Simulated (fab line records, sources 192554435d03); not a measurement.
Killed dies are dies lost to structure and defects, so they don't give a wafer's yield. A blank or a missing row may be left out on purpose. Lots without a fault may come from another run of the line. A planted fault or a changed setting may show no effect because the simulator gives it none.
Split-lot experiment | flow n5_finfet | 7 lots, 21 wafers read, on a route of 1938 steps

THE SPLIT
At N5_BEOL_M1_ETCH_64 (etches SOC in N2/H2, target depth 75 nm, overetch 15 nm, time 112.5 s), the setting bias_w was moved away from the recipe's 150 W on 6 of the 21 wafers read, by -15.3% to -11.6%. The other wafers ran this setting at the recipe's value.

The reading is taken at the split's own step.

THE READING
rf_vpp_V, in V, at N5_BEOL_M1_ETCH_64 (etches SOC in N2/H2, target depth 75 nm, overetch 15 nm, time 112.5 s). Fault-free wafers of this fab line usually give 524.7 V, standard deviation 2.4 V.

wafer  | tool, chamber at the split | bias_w as run, W | against the recipe | rf_vpp_V, V | against lot-mates on the recipe
L076.1 | rie_diel-01, 3             | 150              | recipe             | 523.0       | -
L076.3 | rie_diel-01, 0             | 132.6            | -11.6%             | 486.0       | -37.0
L076.5 | rie_diel-01, 3             | 132.6            | -11.6%             | 484.2       | -38.8
L085.3 | rie_diel-02, 2             | 150              | recipe             | 520.6       | -
L085.4 | rie_diel-02, 1             | 150              | recipe             | 527.9       | -
L085.6 | rie_diel-02, 3             | 150              | recipe             | 526.8       | -
L086.1 | rie_diel-02, 0             | 150              | recipe             | 524.8       | -
L086.2 | rie_diel-02, 3             | 150              | recipe             | 526.9       | -
L086.3 | rie_diel-02, 1             | 127.1            | -15.3%             | 477.0       | -48.8
L090.3 | rie_diel-04, 1             | 131.5            | -12.3%             | 481.2       | no lot-mate on the recipe
L090.4 | rie_diel-04, 3             | 131.5            | -12.3%             | 486.7       | no lot-mate on the recipe
L090.5 | rie_diel-04, 3             | 131.5            | -12.3%             | 485.8       | no lot-mate on the recipe
L092.2 | rie_diel-04, 0             | 150              | recipe             | 526.3       | -
L092.3 | rie_diel-04, 3             | 150              | recipe             | 527.7       | -
L092.6 | rie_diel-04, 1             | 150              | recipe             | 521.7       | -
L095.4 | rie_diel-04, 2             | 150              | recipe             | 526.4       | -
L095.5 | rie_diel-04, 3             | 150              | recipe             | 527.4       | -
L095.6 | rie_diel-04, 2             | 150              | recipe             | 525.3       | -
L097.1 | rie_diel-02, 1             | 150              | recipe             | 528.7       | -
L097.4 | rie_diel-02, 2             | 150              | recipe             | 520.4       | -
L097.5 | rie_diel-02, 0             | 150              | recipe             | 525.8       | -

THE FIT
A straight line over all 21 wafers: rf_vpp_V changes by +3.31 V for each +1% of bias_w; r = +0.99; the points scatter about the line by 2.6 V.
The same after taking each lot's own level away (the mean of its wafers on the recipe; 18 wafers): +3.24 V for each +1%; r = +0.99; scatter 2.4 V.
On that fit, the largest move of bias_w shifts the reading by 49 V.
The lots' own levels span 523.00 to 526.37 V, that is 1.4 times the standard deviation above.
So the lot-to-lot level changes the slope little: the two slopes agree.
Check: with one of the wafers moved furthest among these (-15.3%) left out of the fit, the line predicts -49.9 V for it against its lot-mates. It came out at -48.8 V against them.
Tool readings at the split's step, against how far the setting was moved: rf_vpp_V r = +0.99.

THE WHOLE CHAIN: every reading that the file lists as answering this split, in the file's order
step               | what it does                                                          | reading                                                                          | change (the file's fit)                | r (the file's)
N5_BEOL_M1_ETCH_64 | etches SOC in N2/H2, target depth 75 nm, overetch 15 nm, time 112.5 s | rf_vpp_V                                                                         | +3.22 V for each +1% of the setting    | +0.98
N5_BEOL_M1_ETCH_64 | etches SOC in N2/H2, target depth 75 nm, overetch 15 nm, time 112.5 s | SiARC_of_BEOL_M1_COAT_62.thk_nm (the simulator's own value, which no gauge read) | -0.0626 nm for each +1% of the setting | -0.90

THE FILE'S OWN FIT
rf_vpp_V changes by +3.22 V for each +1% of bias_w, r = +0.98.
